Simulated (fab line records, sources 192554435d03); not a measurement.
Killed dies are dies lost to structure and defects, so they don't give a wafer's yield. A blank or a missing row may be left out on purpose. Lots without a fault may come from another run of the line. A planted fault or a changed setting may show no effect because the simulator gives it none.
One fault seen from 2 desks | flow n5_finfet | each desk has only its own numbers; what lay behind them comes last

THE TOOL OWNER'S DESK: rie_diel-04
The tool's own readings at N5_BEOL_M6_ETCH_65 (etches SiARC in CF4, target depth 15.6 nm, time 26 s): means of the sampled wafers that have a number, for each lot that ran on this tool. A lot is out of limits, marked OUT, if its mean lies more than 4 standard deviations from the usual mean; the brackets give that distance.
Columns: A = cf4_flow_sccm at N5_BEOL_M6_ETCH_65, usual 100.00 sccm; B = drypump_motor_current_A at N5_BEOL_M6_ETCH_65, usual 5.7 A; C = etch_rf_on_time_s at N5_BEOL_M6_ETCH_65, usual 26.5 s; D = oes_product_au at N5_BEOL_M6_ETCH_65, usual 0.69 a.u.; E = rf_vpp_V at N5_BEOL_M6_ETCH_65, usual 184.0 V; F = showerhead_plenum_p_Torr at N5_BEOL_M6_ETCH_65, usual 2.14 Torr; G = throttle_valve_pct at N5_BEOL_M6_ETCH_65, usual 15.49 %
lot  | first seen here | A      | B   | C               | D    | E     | F    | G
L943 | day 9 03:49     | 99.91  | 5.6 | 26.6            | 0.64 | 183.2 | 2.11 | 15.67
L947 | day 10 00:57    | 100.24 | 5.5 | 26.7            | 0.66 | 185.3 | 2.22 | 15.75
L948 | day 10 12:41    | 100.08 | 5.8 | 26.1            | 0.73 | 185.1 | 2.21 | 15.51
L949 | day 10 22:09    | 100.08 | 5.5 | 26.2            | 0.66 | 185.5 | 2.25 | 15.61
L956 | day 13 10:53    | 100.23 | 5.4 | 32.3 (+7.2) OUT | 0.63 | 183.8 | 2.18 | 15.55
L958 | day 13 20:06    | 100.09 | 5.7 | 38.1 (+15) OUT  | 0.58 | 184.9 | 2.20 | 15.57
This desk's finding: out of limits on L956, L958; first on L956, day 13 10:53 (etch_rf_on_time_s at N5_BEOL_M6_ETCH_65). In limits: L943, L947, L948, L949.

THE DEFECT DESK
What the inspections along the route counted, lot by lot: means of the sampled wafers that have a number. A lot is out of limits, marked OUT, if its mean lies more than 4 standard deviations from the usual mean; the brackets give that distance.
Columns: A = raw_defect_count at N5_BEOL_M6_INSPECT_13, usual 404
lot  | first seen here | A
L940 | day 8 08:37     | 370
L943 | day 9 02:14     | 324
L945 | day 9 19:23     | 417
L947 | day 9 23:33     | 499
L948 | day 10 10:24    | 339
L949 | day 10 19:44    | 248
L950 | day 10 19:58    | 349
L954 | day 11 19:26    | 331
L956 | day 13 08:13    | 445
L958 | day 13 17:00    | 386
This desk's finding: nothing out of limits on any of the 10 lots.

PUT TOGETHER
The tool owner's desk could have raised an alarm at day 13 10:53, on L956, L958.
The defect desk saw nothing out of limits.
The defect desk has L956, L958 on record, within its limits.
Of the lots named, all ran N5_BEOL_M6_ETCH_65 on rie_diel-04.

WHAT THE SIMULATOR HAD PUT IN
Process parameter drift: rie_diel-04, from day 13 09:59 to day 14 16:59, at N5_BEOL_M6_ETCH_65. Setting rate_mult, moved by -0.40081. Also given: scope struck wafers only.
Lots struck among those shown: L956, L958.
Hours from the fault's start to each desk's first reading out of limits: the tool owner's desk, 1.
